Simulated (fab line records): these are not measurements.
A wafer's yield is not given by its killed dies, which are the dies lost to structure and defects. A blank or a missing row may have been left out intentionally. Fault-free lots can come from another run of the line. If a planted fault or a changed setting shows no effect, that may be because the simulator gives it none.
3 desks, one fault + flow n5 finfet + every desk sees just its own numbers, and what lay behind them comes last

THE TOOL OWNER'S DESK: rie metal-02
The tool's own readings at N5_GATE_CUT_CUT_ETCH_53 (etches W in SF6/Cl2, target depth 79.2 nm): means of the sampled wafers that have a number, for each lot that ran on this tool. Marked OUT: a lot whose mean sits more than 4 standard deviations from the usual mean, which makes it out of limits; the brackets give that distance.
Columns: A = drypump motor current A at N5_GATE_CUT_CUT_ETCH_53, usual 5.6 A; B = etch rf on time s at N5_GATE_CUT_CUT_ETCH_53, usual 26.1 s; C = oes product au at N5_GATE_CUT_CUT_ETCH_53, usual 0.73 a.u.; D = rf fwd power W at N5_GATE_CUT_CUT_ETCH_53, usual 877.7 W; E = throttle valve pct at N5_GATE_CUT_CUT_ETCH_53, usual 29.04 %
| lot  | first seen here | A   | B              | C    | D               | E     |
|------|-----------------|-----|----------------|------|-----------------|-------|
| L770 | day 5 17:51     | 5.6 | 26.2           | 0.80 | 875.8           | 28.73 |
| L772 | day 6 07:11     | 5.5 | 26.3           | 0.79 | 879.2           | 28.72 |
| L775 | day 7 01:17     | 5.9 | 33.2 (+20) OUT | 0.68 | 665.4 (-82) OUT | 28.70 |
| L778 | day 7 17:20     | 5.9 | 33.3 (+20) OUT | 0.67 | 664.8 (-82) OUT | 28.70 |
| L779 | day 8 00:38     | 6.3 | 33.9 (+22) OUT | 0.66 | 664.9 (-82) OUT | 28.67 |
Finding of this desk: L775, L778, L779 out of limits; the first was L775 at day 7 01:17, on etch rf on time s at N5_GATE_CUT_CUT_ETCH_53. Within limits: L770, L772.

THE METROLOGY DESK
What the gauges read, lot by lot, whatever tool the lot ran on: means of the sampled wafers that have a number. Marked OUT: a lot whose mean sits more than 4 standard deviations from the usual mean, which makes it out of limits; the brackets give that distance. It has 11 readings; the 7 that lie furthest out on some lot are the ones shown.
Columns: A = GATE_CUT_OVL at N5_GATE_CUT_OVL_MEAS_14, usual -0.1 nm; B = DIBL_N at N5_BEOL_M4_RC_MEAS_101, usual 36.5 mV/V; C = IOFF_N at N5_BEOL_M4_RC_MEAS_101, usual 0.163 nA/um; D = IOFF_P at N5_BEOL_M4_RC_MEAS_101, usual 0.22 nA/um; E = ION_P at N5_BEOL_M4_RC_MEAS_101, usual 462 uA/um; F = SS_P at N5_BEOL_M4_RC_MEAS_101, usual 73.4 mV/dec; G = VT_N at N5_BEOL_M4_RC_MEAS_101, usual 249.8 mV
| lot  | first seen here | A    | B    | C     | D    | E   | F    | G     |
|------|-----------------|------|------|-------|------|-----|------|-------|
| L766 | day 4 15:40     | -0.5 | 36.1 | 0.163 | 0.23 | 462 | 73.9 | 250.3 |
| L770 | day 5 17:11     | -0.5 | 38.0 | 0.177 | 0.23 | 461 | 73.8 | 248.4 |
| L772 | day 6 06:41     | -0.3 | 37.2 | 0.172 | 0.21 | 454 | 73.8 | 247.5 |
| L775 | day 7 00:42     | -1.0 | 35.8 | 0.149 | 0.22 | 464 | 73.0 | 252.1 |
| L777 | day 7 14:37     | 0.4  | 36.5 | 0.163 | 0.23 | 460 | 73.3 | 250.7 |
| L778 | day 7 16:36     | -0.5 | 38.0 | 0.168 | 0.20 | 452 | 73.8 | 249.6 |
| L779 | day 8 00:02     | -0.2 | 37.7 | 0.179 | 0.25 | 467 | 73.7 | 249.7 |
| L784 | day 9 04:32     | -0.3 | 34.0 | 0.128 | 0.19 | 462 | 73.0 | 254.4 |
| L785 | day 9 11:17     | 0.1  | 35.8 | 0.154 | 0.19 | 453 | 73.9 | 251.4 |
| L788 | day 10 04:12    | 0.5  | 37.8 | 0.193 | 0.26 | 462 | 74.2 | 247.3 |
Result from this desk: across the 10 lots, nothing is out of limits.

THE DEFECT DESK
What the inspections along the route counted, lot by lot: means of the sampled wafers that have a number. Marked OUT: a lot whose mean sits more than 4 standard deviations from the usual mean, which makes it out of limits; the brackets give that distance.
Columns: A = raw defect count at N5_GATE_CUT_INSPECT_15, usual 122
| lot  | first seen here | A   |
|------|-----------------|-----|
| L766 | day 4 15:43     | 112 |
| L770 | day 5 17:15     | 97  |
| L772 | day 6 06:44     | 132 |
| L775 | day 7 00:46     | 132 |
| L777 | day 7 14:40     | 114 |
| L778 | day 7 16:39     | 109 |
| L779 | day 8 00:05     | 135 |
| L784 | day 9 04:35     | 113 |
| L785 | day 9 11:22     | 74  |
| L788 | day 10 04:16    | 189 |
Result from this desk: across the 10 lots, nothing is out of limits.

PUT TOGETHER
The tool owner's desk had the chance to raise an alarm at day 7 01:17 on L775, L778, L779.
At the metrology desk, nothing out of limits was observed.
No out-of-limits result turned up at the defect desk.
The metrology desk holds a record of L775, L778, L779, inside its limits.
The defect desk has L775, L778, L779 on record, within its limits.
Of the lots named, all ran N5_GATE_CUT_CUT_ETCH_53 on rie metal-02.

WHAT THE SIMULATOR HAD PUT IN
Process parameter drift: rie metal-02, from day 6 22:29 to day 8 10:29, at N5_GATE_CUT_CUT_ETCH_53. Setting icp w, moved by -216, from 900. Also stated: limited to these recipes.
Struck lots among those shown: L775, L778, L779.
Each desk's first reading out of limits, in hours after the fault started: the tool owner's desk, 3.
